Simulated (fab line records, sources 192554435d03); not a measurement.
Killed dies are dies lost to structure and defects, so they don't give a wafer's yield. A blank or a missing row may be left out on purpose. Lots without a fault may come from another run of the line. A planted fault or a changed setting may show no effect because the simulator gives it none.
Split-lot experiment | flow n5_finfet | 7 lots, 21 wafers read, on a route of 1938 steps

THE SPLIT
At N5_BEOL_M11_ETCH_66 (etches SOC in N2/H2, target depth 120 nm, overetch 24 nm, time 180 s), the setting time_s was moved away from the recipe's 180 s on 2 of the 21 wafers read, by -19.0% to +14.1%. The other wafers ran this setting at the recipe's value.

The reading is taken at the split's own step.

THE READING
SiARC_of_BEOL_M11_COAT_64.thk_nm (the simulator's own value, which no gauge read), in nm, at N5_BEOL_M11_ETCH_66 (etches SOC in N2/H2, target depth 120 nm, overetch 24 nm, time 180 s). The file gives no usual value for it. The 19 wafers here that ran the recipe average 22.9 nm, standard deviation 0.28 nm.

wafer  | tool, chamber at the split | time_s as run, s | against the recipe | SiARC_of_BEOL_M11_COAT_64.thk_nm, nm | against lot-mates on the recipe
L077.4 | rie_diel-06, 1             | 180              | recipe             | 22.8                                 | -
L077.5 | rie_diel-06, 2             | 180              | recipe             | 23                                   | -
L077.6 | rie_diel-06, 3             | 180              | recipe             | 23.2                                 | -
L076.3 | rie_diel-06, 2,3           | 180              | recipe             | 23.2                                 | -
L076.5 | rie_diel-06, 2,3           | 180              | recipe             | 23.2                                 | -
L076.4 | rie_diel-06, 1             | 180              | recipe             | 23                                   | -
L083.1 | rie_diel-05, 0             | 145.8            | -19.0%             | 24.6                                 | +1.7
L083.5 | rie_diel-05, 0             | 180              | recipe             | 23                                   | -
L083.6 | rie_diel-05, 1             | 180              | recipe             | 22.8                                 | -
L085.1 | rie_diel-06, 2,3,2         | 180              | recipe             | 23                                   | -
L085.2 | rie_diel-06, 2,3,2         | 180              | recipe             | 23                                   | -
L085.4 | rie_diel-06, 2,3,2         | 180              | recipe             | 23                                   | -
L088.1 | rie_diel-01, 3,0,1         | 180              | recipe             | 22.6                                 | -
L088.2 | rie_diel-01, 3,0,1         | 180              | recipe             | 22.6                                 | -
L088.3 | rie_diel-01, 3,0,1         | 180              | recipe             | 22.6                                 | -
L090.1 | rie_diel-05, 2             | 180              | recipe             | 23.4                                 | -
L090.2 | rie_diel-05, 0             | 180              | recipe             | 23.2                                 | -
L090.3 | rie_diel-05, 3             | 180              | recipe             | 22.2                                 | -
L092.1 | rie_diel-01, 0,1           | 180              | recipe             | 23                                   | -
L092.6 | rie_diel-01, 0,1           | 180              | recipe             | 23                                   | -
L092.2 | rie_diel-01, 3             | 205.3            | +14.1%             | 21.8                                 | -1.2
Where a row lists several chambers, the file gives one row for several wafers and doesn't say which wafer went through which chamber.

THE FIT
A straight line over all 21 wafers: SiARC_of_BEOL_M11_COAT_64.thk_nm changes by -0.0851 nm for each +1% of time_s; r = -0.86; the points scatter about the line by 0.28 nm.
The same after taking each lot's own level away (the mean of its wafers on the recipe; 21 wafers): -0.088 nm for each +1%; r = -0.90; scatter 0.22 nm.
On that fit, the largest move of time_s shifts the reading by 1.7 nm.
The lots' own levels span 22.60 to 23.13 nm, that is 1.9 times the standard deviation above.
So the lot-to-lot level changes the slope little: the two slopes agree.
Check: with one of the wafers moved furthest among these (-19.0%) left out of the fit, the line predicts +1.62 nm for it against its lot-mates. It came out at +1.7 nm against them.

OTHER SPLITS ON THESE WAFERS
These wafers also went through other splits before the reading. Each is held against what the fit with the lots' levels taken away leaves over:
other split on the same wafers | wafers away from the commonest value | r with SiARC_of_BEOL_M11_COAT_64.thk_nm (lot level and that fit taken away)
N5_BEOL_M11_EXPOSE_25 dose_mj  | 5                                    | +0.10

THE FILE'S OWN FIT
SiARC_of_BEOL_M11_COAT_64.thk_nm changes by -0.088 nm for each +1% of time_s, r = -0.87.
